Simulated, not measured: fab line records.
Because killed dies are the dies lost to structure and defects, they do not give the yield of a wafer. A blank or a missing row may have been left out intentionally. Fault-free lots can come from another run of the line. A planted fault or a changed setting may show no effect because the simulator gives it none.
fab line records || flow n5-finfet || part 2 of 2: steps 25 to 34 of 34
record: {"lots": 5, "wafers": 15, "last-day": 16}
route steps=1938 shown BEOL_M2@911 BEOL_M3@931
lots untouched by any fault: they come from a run of this same line in which no faults occurred
start-h: hours from the record's first day to the start of the lot's first wafer shown || wait-h: hours from the lot's prior step to this one || " unchanged from the row above || L1.1+2: several wafers, shown together as one row || - either no value or no given start || * or withheld: withheld || < > ~ a bound
route shown NAME@n: names a module that has steps shown in the file, with the first one's number in the route || usual: average and standard deviation across the fault-free wafers || same: alike in all rows || chamber/n: place in a boat || sites: readings site by site || _std_site: their standard deviation || _edge_site: inner sites' mean taken away from outer sites' mean || radius-mm: for every site, how far away it sits from the centre of the wafer || mask NAME#n: copy n || behind: the most recent tool/chamber to have shaped the wafer || hold: why the lot was held/for how many hours/how that ended || device: whichever transistor did not switch (one of n, p or np) || end of line: at the end of the route, the tests of the same wafers || step lacking rows: just its recipe || killed: count of dies lost to structure and defects at first sort (not the wafer's yield) || map: shows each die of a wafer: x if killed, . if not, _ if none is there
set.NAME: the setting as run; set.NAME@STEP: as run at that earlier step || model.NAME: the simulator's own value behind a step, which no gauge read
certain route steps with their lots: each step a table, each wafer a row
services: when a tool's chamber went out of use (start-h, in hours from the record's first day, below 0 if earlier), for how many hours, and the reason
== steps ==
step: N5_BEOL_M3_COAT_61
recipe: {"resist": "SOC", "temp-c": 250, "time-s": 60, "spin-rpm": 1500, "resist-thk-nm": 60}
usual: {"dispense-pressure-kPa": "52.1/2.7", "resist-line-temp-C": "22.99/0.1"}
{"lot.wafer": "L077.3", "tool": "litho-track-04", "chamber": 0, "start-h": 162.37, "wait-h": 0.1, "dispense-pressure-kPa": 48.9, "resist-line-temp-C": 22.96}
{"lot.wafer": "L077.4", "tool": "litho-track-04", "chamber": 0, "start-h": 162.37, "wait-h": 0.1, "dispense-pressure-kPa": 49.0, "resist-line-temp-C": 22.88}
{"lot.wafer": "L077.6", "tool": "litho-track-04", "chamber": 0, "start-h": 162.37, "wait-h": 0.1, "dispense-pressure-kPa": 48.9, "resist-line-temp-C": 22.94}
{"lot.wafer": "L079.1", "tool": "litho-track-03", "chamber": 0, "start-h": 173.45, "wait-h": 0.1, "dispense-pressure-kPa": 52.0, "resist-line-temp-C": 23.12}
{"lot.wafer": "L079.3", "tool": "litho-track-03", "chamber": 0, "start-h": 173.45, "wait-h": 0.1, "dispense-pressure-kPa": 52.1, "resist-line-temp-C": 23.26}
{"lot.wafer": "L079.5", "tool": "litho-track-03", "chamber": 0, "start-h": 173.45, "wait-h": 0.1, "dispense-pressure-kPa": 52.0, "resist-line-temp-C": 23.06}
{"lot.wafer": "L082.1", "tool": "litho-track-03", "chamber": 0, "start-h": 188.92, "wait-h": 0.1, "dispense-pressure-kPa": 52.0, "resist-line-temp-C": 22.95}
{"lot.wafer": "L082.2", "tool": "litho-track-03", "chamber": 0, "start-h": 188.92, "wait-h": 0.1, "dispense-pressure-kPa": 52.0, "resist-line-temp-C": 23.12}
{"lot.wafer": "L082.4", "tool": "litho-track-03", "chamber": 0, "start-h": 188.92, "wait-h": 0.1, "dispense-pressure-kPa": 52.0, "resist-line-temp-C": 22.76}
{"lot.wafer": "L083.1", "tool": "litho-track-02", "chamber": 0, "start-h": 201.55, "wait-h": 0.1, "dispense-pressure-kPa": 55.9, "resist-line-temp-C": 23.05}
{"lot.wafer": "L083.2", "tool": "litho-track-02", "chamber": 0, "start-h": 201.55, "wait-h": 0.1, "dispense-pressure-kPa": 55.9, "resist-line-temp-C": 22.86}
{"lot.wafer": "L083.5", "tool": "litho-track-02", "chamber": 0, "start-h": 201.55, "wait-h": 0.1, "dispense-pressure-kPa": 55.8, "resist-line-temp-C": 23.08}
{"lot.wafer": "L089.2", "tool": "litho-track-03", "chamber": 0, "start-h": 238.31, "wait-h": 0.1, "dispense-pressure-kPa": 52.0, "resist-line-temp-C": 23.29}
{"lot.wafer": "L089.3", "tool": "litho-track-03", "chamber": 0, "start-h": 238.31, "wait-h": 0.1, "dispense-pressure-kPa": 52.1, "resist-line-temp-C": 23.15}
{"lot.wafer": "L089.5", "tool": "litho-track-03", "chamber": 0, "start-h": 238.31, "wait-h": 0.1, "dispense-pressure-kPa": 52.1, "resist-line-temp-C": 23.13}
step: N5_BEOL_M3_COAT_62
recipe: {"resist": "SiARC", "temp-c": 220, "time-s": 60, "spin-rpm": 1500, "resist-thk-nm": 12}
usual: {"dispense-pressure-kPa": "52.1/2.8", "resist-line-temp-C": "23.01/0.11"}
{"lot.wafer": "L077.3", "tool": "litho-track-04", "chamber": 0, "start-h": "-", "wait-h": "-", "dispense-pressure-kPa": 48.9, "resist-line-temp-C": 23.07}
{"lot.wafer": "L077.4", "tool": "litho-track-04", "chamber": 0, "start-h": "-", "wait-h": "-", "dispense-pressure-kPa": 48.9, "resist-line-temp-C": 22.95}
{"lot.wafer": "L077.6", "tool": "litho-track-04", "chamber": 0, "start-h": "-", "wait-h": "-", "dispense-pressure-kPa": 48.9, "resist-line-temp-C": 22.89}
{"lot.wafer": "L079.1", "tool": "litho-track-03", "chamber": 0, "start-h": "-", "wait-h": "-", "dispense-pressure-kPa": 52.0, "resist-line-temp-C": 22.95}
{"lot.wafer": "L079.3", "tool": "litho-track-03", "chamber": 0, "start-h": "-", "wait-h": "-", "dispense-pressure-kPa": 52.0, "resist-line-temp-C": 22.90}
{"lot.wafer": "L079.5", "tool": "litho-track-03", "chamber": 0, "start-h": "-", "wait-h": "-", "dispense-pressure-kPa": 52.0, "resist-line-temp-C": 22.87}
{"lot.wafer": "L082.1", "tool": "litho-track-03", "chamber": 0, "start-h": "-", "wait-h": "-", "dispense-pressure-kPa": 52.0, "resist-line-temp-C": 22.85}
{"lot.wafer": "L082.2", "tool": "litho-track-03", "chamber": 0, "start-h": "-", "wait-h": "-", "dispense-pressure-kPa": 52.0, "resist-line-temp-C": 22.85}
{"lot.wafer": "L082.4", "tool": "litho-track-03", "chamber": 0, "start-h": "-", "wait-h": "-", "dispense-pressure-kPa": 51.9, "resist-line-temp-C": 22.92}
{"lot.wafer": "L083.1", "tool": "litho-track-02", "chamber": 0, "start-h": "-", "wait-h": "-", "dispense-pressure-kPa": 55.9, "resist-line-temp-C": 22.97}
{"lot.wafer": "L083.2", "tool": "litho-track-02", "chamber": 0, "start-h": "-", "wait-h": "-", "dispense-pressure-kPa": 55.9, "resist-line-temp-C": 22.91}
{"lot.wafer": "L083.5", "tool": "litho-track-02", "chamber": 0, "start-h": "-", "wait-h": "-", "dispense-pressure-kPa": 55.9, "resist-line-temp-C": 23.14}
{"lot.wafer": "L089.2", "tool": "litho-track-03", "chamber": 0, "start-h": "-", "wait-h": "-", "dispense-pressure-kPa": 52.0, "resist-line-temp-C": 22.89}
{"lot.wafer": "L089.3", "tool": "litho-track-03", "chamber": 0, "start-h": "-", "wait-h": "-", "dispense-pressure-kPa": 52.0, "resist-line-temp-C": 23.02}
{"lot.wafer": "L089.5", "tool": "litho-track-03", "chamber": 0, "start-h": "-", "wait-h": "-", "dispense-pressure-kPa": 52.0, "resist-line-temp-C": 23.02}
step: N5_BEOL_M3_COAT_73
recipe: {"resist": "underlayer", "temp-c": 205, "time-s": 60, "spin-rpm": 1500, "resist-thk-nm": 5}
usual: {"dispense-pressure-kPa": "52.2/2.8", "resist-line-temp-C": "23.01/0.11"}
{"lot.wafer": "L077.3", "tool": "litho-track-04", "chamber": 0, "start-h": "-", "wait-h": "-", "dispense-pressure-kPa": 48.9, "resist-line-temp-C": 22.92}
{"lot.wafer": "L077.4", "tool": "litho-track-04", "chamber": 0, "start-h": "-", "wait-h": "-", "dispense-pressure-kPa": 48.9, "resist-line-temp-C": 22.93}
{"lot.wafer": "L077.6", "tool": "litho-track-04", "chamber": 0, "start-h": "-", "wait-h": "-", "dispense-pressure-kPa": 48.9, "resist-line-temp-C": 22.86}
{"lot.wafer": "L079.1", "tool": "litho-track-03", "chamber": 0, "start-h": "-", "wait-h": "-", "dispense-pressure-kPa": 52.1, "resist-line-temp-C": 23.03}
{"lot.wafer": "L079.3", "tool": "litho-track-03", "chamber": 0, "start-h": "-", "wait-h": "-", "dispense-pressure-kPa": 52.1, "resist-line-temp-C": 22.91}
{"lot.wafer": "L079.5", "tool": "litho-track-03", "chamber": 0, "start-h": "-", "wait-h": "-", "dispense-pressure-kPa": 52.1, "resist-line-temp-C": 22.93}
{"lot.wafer": "L082.1", "tool": "litho-track-03", "chamber": 0, "start-h": "-", "wait-h": "-", "dispense-pressure-kPa": 52.1, "resist-line-temp-C": 23.05}
{"lot.wafer": "L082.2", "tool": "litho-track-03", "chamber": 0, "start-h": "-", "wait-h": "-", "dispense-pressure-kPa": 52.1, "resist-line-temp-C": 23.09}
{"lot.wafer": "L082.4", "tool": "litho-track-03", "chamber": 0, "start-h": "-", "wait-h": "-", "dispense-pressure-kPa": 52.1, "resist-line-temp-C": 22.83}
{"lot.wafer": "L083.1", "tool": "litho-track-02", "chamber": 0, "start-h": "-", "wait-h": "-", "dispense-pressure-kPa": 55.9, "resist-line-temp-C": 23.14}
{"lot.wafer": "L083.2", "tool": "litho-track-02", "chamber": 0, "start-h": "-", "wait-h": "-", "dispense-pressure-kPa": 55.9, "resist-line-temp-C": 22.98}
{"lot.wafer": "L083.5", "tool": "litho-track-02", "chamber": 0, "start-h": "-", "wait-h": "-", "dispense-pressure-kPa": 55.9, "resist-line-temp-C": 22.91}
{"lot.wafer": "L089.2", "tool": "litho-track-03", "chamber": 0, "start-h": "-", "wait-h": "-", "dispense-pressure-kPa": 52.1, "resist-line-temp-C": 22.98}
{"lot.wafer": "L089.3", "tool": "litho-track-03", "chamber": 0, "start-h": "-", "wait-h": "-", "dispense-pressure-kPa": 52.1, "resist-line-temp-C": 22.99}
{"lot.wafer": "L089.5", "tool": "litho-track-03", "chamber": 0, "start-h": "-", "wait-h": "-", "dispense-pressure-kPa": 52.1, "resist-line-temp-C": 23.03}
step: N5_BEOL_M3_COAT_05
recipe: {"resist": "CAR-EUV", "spin-rpm": 1500, "resist-thk-nm": 30}
usual: {"dispense-pressure-kPa": "52.1/2.7", "resist-line-temp-C": "23.00/0.1"}
{"lot.wafer": "L077.3", "tool": "litho-track-04", "chamber": 0, "start-h": "-", "wait-h": "-", "dispense-pressure-kPa": 48.9, "resist-line-temp-C": 23.00}
{"lot.wafer": "L077.4", "tool": "litho-track-04", "chamber": 0, "start-h": "-", "wait-h": "-", "dispense-pressure-kPa": 48.9, "resist-line-temp-C": 23.07}
{"lot.wafer": "L077.6", "tool": "litho-track-04", "chamber": 0, "start-h": "-", "wait-h": "-", "dispense-pressure-kPa": 48.9, "resist-line-temp-C": 23.12}
{"lot.wafer": "L079.1", "tool": "litho-track-03", "chamber": 0, "start-h": "-", "wait-h": "-", "dispense-pressure-kPa": 52.0, "resist-line-temp-C": 23.05}
{"lot.wafer": "L079.3", "tool": "litho-track-03", "chamber": 0, "start-h": "-", "wait-h": "-", "dispense-pressure-kPa": 52.0, "resist-line-temp-C": 23.03}
{"lot.wafer": "L079.5", "tool": "litho-track-03", "chamber": 0, "start-h": "-", "wait-h": "-", "dispense-pressure-kPa": 52.0, "resist-line-temp-C": 23.09}
{"lot.wafer": "L082.1", "tool": "litho-track-03", "chamber": 0, "start-h": "-", "wait-h": "-", "dispense-pressure-kPa": 52.0, "resist-line-temp-C": 23.03}
{"lot.wafer": "L082.2", "tool": "litho-track-03", "chamber": 0, "start-h": "-", "wait-h": "-", "dispense-pressure-kPa": 52.0, "resist-line-temp-C": 22.91}
{"lot.wafer": "L082.4", "tool": "litho-track-03", "chamber": 0, "start-h": "-", "wait-h": "-", "dispense-pressure-kPa": 52.0, "resist-line-temp-C": 22.90}
{"lot.wafer": "L083.1", "tool": "litho-track-02", "chamber": 0, "start-h": "-", "wait-h": "-", "dispense-pressure-kPa": 55.9, "resist-line-temp-C": 22.90}
{"lot.wafer": "L083.2", "tool": "litho-track-02", "chamber": 0, "start-h": "-", "wait-h": "-", "dispense-pressure-kPa": 55.9, "resist-line-temp-C": 22.88}
{"lot.wafer": "L083.5", "tool": "litho-track-02", "chamber": 0, "start-h": "-", "wait-h": "-", "dispense-pressure-kPa": 55.9, "resist-line-temp-C": 23.02}
{"lot.wafer": "L089.2", "tool": "litho-track-03", "chamber": 0, "start-h": "-", "wait-h": "-", "dispense-pressure-kPa": 52.0, "resist-line-temp-C": 22.90}
{"lot.wafer": "L089.3", "tool": "litho-track-03", "chamber": 0, "start-h": "-", "wait-h": "-", "dispense-pressure-kPa": 52.0, "resist-line-temp-C": 23.05}
{"lot.wafer": "L089.5", "tool": "litho-track-03", "chamber": 0, "start-h": "-", "wait-h": "-", "dispense-pressure-kPa": 52.0, "resist-line-temp-C": 23.01}
step: N5_BEOL_M3_EBR_07
recipe: {"solvent": "PGMEA", "ebr-width-mm": 1.5}
usual: {"resist-line-temp-C": "22.99/0.093"}
{"lot.wafer": "L077.3", "tool": "litho-track-04", "chamber": 0, "start-h": "-", "wait-h": "-", "resist-line-temp-C": 23.13}
{"lot.wafer": "L077.4", "tool": "litho-track-04", "chamber": 0, "start-h": "-", "wait-h": "-", "resist-line-temp-C": 22.99}
{"lot.wafer": "L077.6", "tool": "litho-track-04", "chamber": 0, "start-h": "-", "wait-h": "-", "resist-line-temp-C": 23.00}
{"lot.wafer": "L079.1", "tool": "litho-track-03", "chamber": 0, "start-h": "-", "wait-h": "-", "resist-line-temp-C": 23.01}
{"lot.wafer": "L079.3", "tool": "litho-track-03", "chamber": 0, "start-h": "-", "wait-h": "-", "resist-line-temp-C": 23.14}
{"lot.wafer": "L079.5", "tool": "litho-track-03", "chamber": 0, "start-h": "-", "wait-h": "-", "resist-line-temp-C": 22.95}
{"lot.wafer": "L082.1", "tool": "litho-track-03", "chamber": 0, "start-h": "-", "wait-h": "-", "resist-line-temp-C": 22.88}
{"lot.wafer": "L082.2", "tool": "litho-track-03", "chamber": 0, "start-h": "-", "wait-h": "-", "resist-line-temp-C": 22.90}
{"lot.wafer": "L082.4", "tool": "litho-track-03", "chamber": 0, "start-h": "-", "wait-h": "-", "resist-line-temp-C": 22.87}
{"lot.wafer": "L083.1", "tool": "litho-track-02", "chamber": 0, "start-h": "-", "wait-h": "-", "resist-line-temp-C": 23.08}
{"lot.wafer": "L083.2", "tool": "litho-track-02", "chamber": 0, "start-h": "-", "wait-h": "-", "resist-line-temp-C": 23.03}
{"lot.wafer": "L083.5", "tool": "litho-track-02", "chamber": 0, "start-h": "-", "wait-h": "-", "resist-line-temp-C": 23.08}
{"lot.wafer": "L089.2", "tool": "litho-track-03", "chamber": 0, "start-h": "-", "wait-h": "-", "resist-line-temp-C": 23.07}
{"lot.wafer": "L089.3", "tool": "litho-track-03", "chamber": 0, "start-h": "-", "wait-h": "-", "resist-line-temp-C": 23.02}
{"lot.wafer": "L089.5", "tool": "litho-track-03", "chamber": 0, "start-h": "-", "wait-h": "-", "resist-line-temp-C": 22.90}
step: N5_BEOL_M3_SOFTBAKE_06
recipe: {"temp-c": 110, "time-s": 60, "resist": "CAR-EUV"}
usual: {"resist-line-temp-C": "23.00/0.096"}
{"lot.wafer": "L077.3", "tool": "litho-track-04", "chamber": 0, "start-h": "-", "wait-h": "-", "resist-line-temp-C": 22.96}
{"lot.wafer": "L077.4", "tool": "litho-track-04", "chamber": 0, "start-h": "-", "wait-h": "-", "resist-line-temp-C": 23.04}
{"lot.wafer": "L077.6", "tool": "litho-track-04", "chamber": 0, "start-h": "-", "wait-h": "-", "resist-line-temp-C": 22.99}
{"lot.wafer": "L079.1", "tool": "litho-track-03", "chamber": 0, "start-h": "-", "wait-h": "-", "resist-line-temp-C": 23.04}
{"lot.wafer": "L079.3", "tool": "litho-track-03", "chamber": 0, "start-h": "-", "wait-h": "-", "resist-line-temp-C": 23.21}
{"lot.wafer": "L079.5", "tool": "litho-track-03", "chamber": 0, "start-h": "-", "wait-h": "-", "resist-line-temp-C": 23.12}
{"lot.wafer": "L082.1", "tool": "litho-track-03", "chamber": 0, "start-h": "-", "wait-h": "-", "resist-line-temp-C": 23.07}
{"lot.wafer": "L082.2", "tool": "litho-track-03", "chamber": 0, "start-h": "-", "wait-h": "-", "resist-line-temp-C": 23.06}
{"lot.wafer": "L082.4", "tool": "litho-track-03", "chamber": 0, "start-h": "-", "wait-h": "-", "resist-line-temp-C": 23.12}
{"lot.wafer": "L083.1", "tool": "litho-track-02", "chamber": 0, "start-h": "-", "wait-h": "-", "resist-line-temp-C": 23.04}
{"lot.wafer": "L083.2", "tool": "litho-track-02", "chamber": 0, "start-h": "-", "wait-h": "-", "resist-line-temp-C": 22.88}
{"lot.wafer": "L083.5", "tool": "litho-track-02", "chamber": 0, "start-h": "-", "wait-h": "-", "resist-line-temp-C": 23.07}
{"lot.wafer": "L089.2", "tool": "litho-track-03", "chamber": 0, "start-h": "-", "wait-h": "-", "resist-line-temp-C": 23.11}
{"lot.wafer": "L089.3", "tool": "litho-track-03", "chamber": 0, "start-h": "-", "wait-h": "-", "resist-line-temp-C": 23.06}
{"lot.wafer": "L089.5", "tool": "litho-track-03", "chamber": 0, "start-h": "-", "wait-h": "-", "resist-line-temp-C": 23.01}
step: N5_BEOL_M3_EXPOSE_08
recipe: {"mask-id": "M3", "na": 0.33, "source-shape": "dipole", "sigma-inner": 0.369, "sigma-outer": 0.767, "polarization": "unpolarized", "dose-mj": 33}
{"lot.wafer": "L077.3+4+6", "tool": "euv-scanner-02", "chamber": 0, "start-h": 162.65, "wait-h": "-", "mask": "M3#0"}
{"lot.wafer": "L079.1+3+5", "tool": "euv-scanner-02", "chamber": 0, "start-h": 173.71, "wait-h": "-", "mask": "M3#0"}
{"lot.wafer": "L082.1+2+4", "tool": "euv-scanner-02", "chamber": 0, "start-h": 189.18, "wait-h": "-", "mask": "M3#0"}
{"lot.wafer": "L083.1+2+5", "tool": "euv-scanner-01", "chamber": 0, "start-h": 201.81, "wait-h": "-", "mask": "M3#0"}
{"lot.wafer": "L089.2+3+5", "tool": "euv-scanner-01", "chamber": 0, "start-h": 238.48, "wait-h": "-", "mask": "M3#0"}
step: N5_BEOL_M3_PEB_09
recipe: {"peb-temp-c": 100, "peb-time-s": 60, "resist": "CAR-EUV"}
usual: {"resist-line-temp-C": "23.00/0.1"}
{"lot.wafer": "L077.3", "tool": "litho-track-04", "chamber": 0, "start-h": 162.69, "wait-h": 0.0, "resist-line-temp-C": 23.01}
{"lot.wafer": "L077.4", "tool": "litho-track-04", "chamber": 0, "start-h": 162.69, "wait-h": 0.0, "resist-line-temp-C": 23.14}
{"lot.wafer": "L077.6", "tool": "litho-track-04", "chamber": 0, "start-h": 162.69, "wait-h": 0.0, "resist-line-temp-C": 22.94}
{"lot.wafer": "L079.1", "tool": "litho-track-03", "chamber": 0, "start-h": 173.77, "wait-h": 0.1, "resist-line-temp-C": 22.98}
{"lot.wafer": "L079.3", "tool": "litho-track-03", "chamber": 0, "start-h": 173.77, "wait-h": 0.1, "resist-line-temp-C": 22.88}
{"lot.wafer": "L079.5", "tool": "litho-track-03", "chamber": 0, "start-h": 173.77, "wait-h": 0.1, "resist-line-temp-C": 22.99}
{"lot.wafer": "L082.1", "tool": "litho-track-03", "chamber": 0, "start-h": 189.24, "wait-h": 0.1, "resist-line-temp-C": 22.96}
{"lot.wafer": "L082.2", "tool": "litho-track-03", "chamber": 0, "start-h": 189.24, "wait-h": 0.1, "resist-line-temp-C": 22.96}
{"lot.wafer": "L082.4", "tool": "litho-track-03", "chamber": 0, "start-h": 189.24, "wait-h": 0.1, "resist-line-temp-C": 23.10}
{"lot.wafer": "L083.1", "tool": "litho-track-04", "chamber": 0, "start-h": 201.87, "wait-h": 0.1, "resist-line-temp-C": 22.89}
{"lot.wafer": "L083.2", "tool": "litho-track-04", "chamber": 0, "start-h": 201.87, "wait-h": 0.1, "resist-line-temp-C": 23.06}
{"lot.wafer": "L083.5", "tool": "litho-track-04", "chamber": 0, "start-h": 201.87, "wait-h": 0.1, "resist-line-temp-C": 22.88}
{"lot.wafer": "L089.2", "tool": "litho-track-02", "chamber": 0, "start-h": 238.53, "wait-h": 0.0, "resist-line-temp-C": 23.01}
{"lot.wafer": "L089.3", "tool": "litho-track-02", "chamber": 0, "start-h": 238.53, "wait-h": 0.0, "resist-line-temp-C": 22.86}
{"lot.wafer": "L089.5", "tool": "litho-track-02", "chamber": 0, "start-h": 238.53, "wait-h": 0.0, "resist-line-temp-C": 23.16}
step: N5_BEOL_M3_DEVELOP_10
recipe: {"develop-time-s": 30, "developer": "TMAH", "resist": "CAR-EUV", "rinse-liquid": "surfactant-rinse", "dry": "air-spin", "dev-temp-c": 23}
usual: {"resist-line-temp-C": "23.00/0.1"}
{"lot.wafer": "L077.3", "tool": "litho-track-04", "chamber": 0, "start-h": "-", "wait-h": "-", "resist-line-temp-C": 23.03}
{"lot.wafer": "L077.4", "tool": "litho-track-04", "chamber": 0, "start-h": "-", "wait-h": "-", "resist-line-temp-C": 23.00}
{"lot.wafer": "L077.6", "tool": "litho-track-04", "chamber": 0, "start-h": "-", "wait-h": "-", "resist-line-temp-C": 23.15}
{"lot.wafer": "L079.1", "tool": "litho-track-03", "chamber": 0, "start-h": "-", "wait-h": "-", "resist-line-temp-C": 22.80}
{"lot.wafer": "L079.3", "tool": "litho-track-03", "chamber": 0, "start-h": "-", "wait-h": "-", "resist-line-temp-C": 22.82}
{"lot.wafer": "L079.5", "tool": "litho-track-03", "chamber": 0, "start-h": "-", "wait-h": "-", "resist-line-temp-C": 22.93}
{"lot.wafer": "L082.1", "tool": "litho-track-03", "chamber": 0, "start-h": "-", "wait-h": "-", "resist-line-temp-C": 23.10}
{"lot.wafer": "L082.2", "tool": "litho-track-03", "chamber": 0, "start-h": "-", "wait-h": "-", "resist-line-temp-C": 22.98}
{"lot.wafer": "L082.4", "tool": "litho-track-03", "chamber": 0, "start-h": "-", "wait-h": "-", "resist-line-temp-C": 23.15}
{"lot.wafer": "L083.1", "tool": "litho-track-04", "chamber": 0, "start-h": "-", "wait-h": "-", "resist-line-temp-C": 23.02}
{"lot.wafer": "L083.2", "tool": "litho-track-04", "chamber": 0, "start-h": "-", "wait-h": "-", "resist-line-temp-C": 22.92}
{"lot.wafer": "L083.5", "tool": "litho-track-04", "chamber": 0, "start-h": "-", "wait-h": "-", "resist-line-temp-C": 23.03}
{"lot.wafer": "L089.2", "tool": "litho-track-02", "chamber": 0, "start-h": "-", "wait-h": "-", "resist-line-temp-C": 22.98}
{"lot.wafer": "L089.3", "tool": "litho-track-02", "chamber": 0, "start-h": "-", "wait-h": "-", "resist-line-temp-C": 23.00}
{"lot.wafer": "L089.5", "tool": "litho-track-02", "chamber": 0, "start-h": "-", "wait-h": "-", "resist-line-temp-C": 23.03}
step: N5_BEOL_M3_CD_MEAS_11
recipe: {"target-cd-nm": 17.05, "landing-energy-ev": 500, "detector": "se-inlens", "polarity": "opening"}
usual: {"cd-nm": "17.04/0.26"}
{"lot.wafer": "L077.3", "tool": "cd-sem-03", "chamber": 0, "start-h": 162.76, "wait-h": "-", "cd-nm": 16.71}
{"lot.wafer": "L077.4", "tool": "cd-sem-03", "chamber": 0, "start-h": 162.76, "wait-h": "-", "cd-nm": 17.04}
{"lot.wafer": "L077.6", "tool": "cd-sem-03", "chamber": 0, "start-h": 162.76, "wait-h": "-", "cd-nm": 16.91}
{"lot.wafer": "L079.1", "tool": "cd-sem-03", "chamber": 0, "start-h": 173.84, "wait-h": "-", "cd-nm": 16.86}
{"lot.wafer": "L079.3", "tool": "cd-sem-03", "chamber": 0, "start-h": 173.84, "wait-h": "-", "cd-nm": 17.16}
{"lot.wafer": "L079.5", "tool": "cd-sem-03", "chamber": 0, "start-h": 173.84, "wait-h": "-", "cd-nm": 16.95}
{"lot.wafer": "L082.1", "tool": "cd-sem-01", "chamber": 0, "start-h": 189.31, "wait-h": "-", "cd-nm": 17.01}
{"lot.wafer": "L082.2", "tool": "cd-sem-01", "chamber": 0, "start-h": 189.31, "wait-h": "-", "cd-nm": 16.88}
{"lot.wafer": "L082.4", "tool": "cd-sem-01", "chamber": 0, "start-h": 189.31, "wait-h": "-", "cd-nm": 16.43}
{"lot.wafer": "L083.1", "tool": "cd-sem-03", "chamber": 0, "start-h": 201.94, "wait-h": "-", "cd-nm": 17.09}
{"lot.wafer": "L083.2", "tool": "cd-sem-03", "chamber": 0, "start-h": 201.94, "wait-h": "-", "cd-nm": 17.24}
{"lot.wafer": "L083.5", "tool": "cd-sem-03", "chamber": 0, "start-h": 201.94, "wait-h": "-", "cd-nm": 17.14}
{"lot.wafer": "L089.2", "tool": "cd-sem-01", "chamber": 0, "start-h": 238.60, "wait-h": "-", "cd-nm": 17.39}
{"lot.wafer": "L089.3", "tool": "cd-sem-01", "chamber": 0, "start-h": 238.60, "wait-h": "-", "cd-nm": 16.82}
{"lot.wafer": "L089.5", "tool": "cd-sem-01", "chamber": 0, "start-h": 238.60, "wait-h": "-", "cd-nm": 16.62}
== services ==
{"tool": "euv-scanner-02", "chamber": "-", "start-h": 139.82, "hours": 12.0, "kind": "pm"}
{"tool": "cvd-co-01", "chamber": 0, "start-h": 146.09, "hours": 6.7, "kind": "repair"}
{"tool": "euv-scanner-01", "chamber": "-", "start-h": 151.82, "hours": 1.0, "kind": "pm"}
{"tool": "pecvd-03", "chamber": 1, "start-h": 152.33, "hours": 5.4, "kind": "repair"}
{"tool": "cmp-02", "chamber": "-", "start-h": 153.46, "hours": 31.7, "kind": "pm"}
{"tool": "cmp-03", "chamber": "-", "start-h": 168.10, "hours": 0.7, "kind": "repair"}
{"tool": "euv-scanner-02", "chamber": "-", "start-h": 172.13, "hours": 1.0, "kind": "pm"}
{"tool": "pecvd-04", "chamber": 2, "start-h": 175.10, "hours": 8.4, "kind": "repair"}
{"tool": "ecd-cu-01", "chamber": "-", "start-h": 190.55, "hours": 1.2, "kind": "repair"}
{"tool": "pecvd-01", "chamber": "-", "start-h": 191.73, "hours": 2.8, "kind": "pm"}
{"tool": "euv-scanner-02", "chamber": "-", "start-h": 194.67, "hours": 1.9, "kind": "repair"}
{"tool": "euv-scanner-01", "chamber": "-", "start-h": 199.91, "hours": 1.0, "kind": "pm"}
{"tool": "pecvd-03", "chamber": "-", "start-h": 206.11, "hours": 2.8, "kind": "pm"}
{"tool": "cmp-02", "chamber": "-", "start-h": 207.54, "hours": 0.9, "kind": "repair"}
{"tool": "cvd-co-02", "chamber": "-", "start-h": 209.48, "hours": 1.7, "kind": "repair"}
{"tool": "euv-scanner-01", "chamber": "-", "start-h": 210.98, "hours": 12.0, "kind": "pm"}
{"tool": "cvd-co-01", "chamber": 2, "start-h": 213.79, "hours": 12.7, "kind": "repair"}
{"tool": "pecvd-01", "chamber": "-", "start-h": 214.00, "hours": 0.6, "kind": "repair"}
{"tool": "cvd-co-02", "chamber": 0, "start-h": 215.00, "hours": 7.3, "kind": "repair"}
{"tool": "cmp-02", "chamber": "-", "start-h": 224.50, "hours": 9.2, "kind": "repair"}
{"tool": "cmp-03", "chamber": "-", "start-h": 227.22, "hours": 4.0, "kind": "pm"}
{"tool": "euv-scanner-02", "chamber": "-", "start-h": 228.28, "hours": 1.0, "kind": "pm"}
{"tool": "cvd-co-01", "chamber": "-", "start-h": 234.55, "hours": 6.9, "kind": "pm"}
{"tool": "euv-scanner-02", "chamber": "-", "start-h": 237.52, "hours": 0.9, "kind": "repair"}
